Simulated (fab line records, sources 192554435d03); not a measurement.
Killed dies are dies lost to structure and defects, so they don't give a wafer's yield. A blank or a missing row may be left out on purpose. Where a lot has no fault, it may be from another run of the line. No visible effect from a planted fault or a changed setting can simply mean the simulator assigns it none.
Matching of chambers | flow n5-finfet | N5_MOL_CONTACT_COAG_VIA_ETCH_46 on rie-diel-03 has 4 sister chambers
The step etches SiO2 in C4F6/O2, target depth 46 nm, overetch 9.2 nm, time 40 s. 4 wafers are shown with their chamber, then 10 later ones without.

## EACH WAFER AND ITS CHAMBER
wafer  | chamber | rf-vpp-V (V)
L088.4 | 2       | 1550
L089.4 | 3       | 1548
L089.5 | 0       | 1636
L090.5 | 1       | 1588

## WAFERS WITH NO CHAMBER GIVEN
wafer  | rf-vpp-V (V)
L090.6 | 1550
L093.2 | 1634
L093.3 | 1547
L093.4 | 1549
L092.2 | 1633
L092.3 | 1547
L092.4 | 1588
L096.1 | 1550
L096.2 | 1636
L096.6 | 1546

## CHAMBER TAKEN BY EACH
wafer  | from the rows above     | in truth
L090.6 | can't be placed: 2 or 3 | 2
L093.2 | 0                       | 0
L093.3 | can't be placed: 3 or 2 | 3
L093.4 | can't be placed: 2 or 3 | 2
L092.2 | 0                       | 0
L092.3 | can't be placed: 3 or 2 | 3
L092.4 | 1                       | 1
L096.1 | can't be placed: 2 or 3 | 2
L096.2 | 0                       | 0
L096.6 | can't be placed: 3 or 2 | 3
Correctly placed: 4 of 10. Cannot be placed on the basis of these rows: 6; the candidates contain the true chamber in 6. Number placed wrongly: 0.
How it was worked out, from the rows above alone: a wafer's distance from a chamber is the root of the sum, over the readings, of the square of ((its reading less the chamber's mean) divided by the reading's scatter). If the next closest chamber is less than 2 further off than the closest, the wafer can't be placed; otherwise it belongs to the closest. Each chamber's mean is taken over the wafers shown for it. The scatter: with one shown wafer a chamber, the root of the mean of the squares of how far each hidden wafer lies from its nearest shown one.
